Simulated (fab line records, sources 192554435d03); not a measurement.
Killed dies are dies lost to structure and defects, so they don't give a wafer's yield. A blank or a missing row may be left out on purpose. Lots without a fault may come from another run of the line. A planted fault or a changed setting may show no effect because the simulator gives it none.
A struck lot beside a sound one | flow n5_finfet | 14 steps out of a route of 1938
Sound: wafers L571.1, L571.3, L571.6. Struck: wafer L583.5. (L583.4 of the same lot was not struck and is left out.) The cause comes at the end.
At each step with rows: each side's tool, then ch and its chambers, then its first start. Under that, the readings that differ: sound wafers | struck wafers | difference of the means | sigmas: that difference in standard deviations of wafers without a fault.
alike: readings whose means differ by less than 2 such deviations, and words and numbers that are the same on both sides. not compared: withheld readings, readings that some wafer has no value for, bounds like >300 that may hide the same value, and numbers for which the record gives no deviation and whose values overlap.
The two part at a step that has a row with sigmas, a row that says differs or no value, or rows on one side only. Numbers that don't overlap but have no deviation are shown without sigmas and don't part them. A reading that every wafer of one side lacks parts them only if that side has two wafers or more.

N5_BEOL_M11_STRIP_77: strips in N2/H2, time 10 s.
  sound on rie_diel-03 ch 0,2,3; struck on rie_diel-02 ch 3
  reading                     | sound       | struck | difference | sigmas
  drypump_motor_current_A (A) | 5.7 6.2 6.6 | 5.2    | -1.0       | -2
  alike: oes_product_au, rf_vpp_V, showerhead_plenum_p_Torr, throttle_valve_pct
  not compared: rf_hours_counter_h
N5_BEOL_M11_OCD_MEAS_38:
  sound on ocd-01, day 11 00:34; struck on ocd-01, day 13 22:19
  alike: trench_depth_nm
then, 4 steps without rows for these wafers: N5_BEOL_M11_HM_STRIP_39 (strips TiN in peroxide tin strip, target depth 25 nm, time 158 s); N5_BEOL_M11_SRD_40 (time 30 s); N5_BEOL_M11_PRECLEAN_42 (cleans in residue remover, time 60 s); N5_BEOL_M11_SRD_43 (time 30 s).
N5_BEOL_M11_CD_MEAS_35: target cd 70 nm.
  sound on cd_sem-03, day 11 00:43; struck on cd_sem-02, day 13 22:28
  alike: cd_nm
N5_BEOL_M11_CURE_72: cures SiCOH lowk, time 120 s.
  sound on uv_cure-03 ch 2, day 11 00:46; struck on uv_cure-02 ch 0, day 13 22:39
  reading          | sound             | struck | difference | sigmas
  wafer_temp_C_max | 372.3 371.9 372.9 | 371.2  | -1.2       | -2
  alike: lamp_power_pct
N5_BEOL_M11_DEGAS_44: time 60 s.
  sound on pvd_sputter-02, day 11 01:11; struck on pvd_sputter-02, day 13 22:51
  alike: heater_power_w
N5_BEOL_M11_PRE_CLEAN_45: time 30 s.
  sound on pvd_sputter-02, day 11 01:13; struck on pvd_sputter-02, day 13 22:53
  alike: heater_power_w
N5_BEOL_M11_ALD_74: deposits TaN, target thk 2 nm, pulse time 2 s, purge time 3 s.
  sound on ald_metal-02 ch 0,1,3, day 11 01:21; struck on ald_metal-02 ch 1, day 13 22:57
  alike: heater_power_w, precursor_vessel_temp_c
then, 1 step without rows for these wafers: N5_BEOL_M11_SURFACE_TREAT_76.
N5_BEOL_M11_CVD_75: deposits Co from CCTBA/H2, target thk 2 nm, time 138.9 s.
  sound on cvd_co-01 ch 0,1, day 11 01:41; struck on cvd_co-02 ch 2, day 13 23:26
  reading          | sound             | struck | difference | sigmas
  run_length_s (s) | 161.7 161.9 160.9 | 158.4  | -3.1       | -6
then, 1 step without rows for these wafers: N5_BEOL_M11_SPUTTER_48 (material Cu, target thk 12 nm, time 2 s).

WHERE THEY PART
First at N5_BEOL_M11_STRIP_77; last, within this record, at N5_BEOL_M11_CVD_75.

WHY: what the simulator had put in
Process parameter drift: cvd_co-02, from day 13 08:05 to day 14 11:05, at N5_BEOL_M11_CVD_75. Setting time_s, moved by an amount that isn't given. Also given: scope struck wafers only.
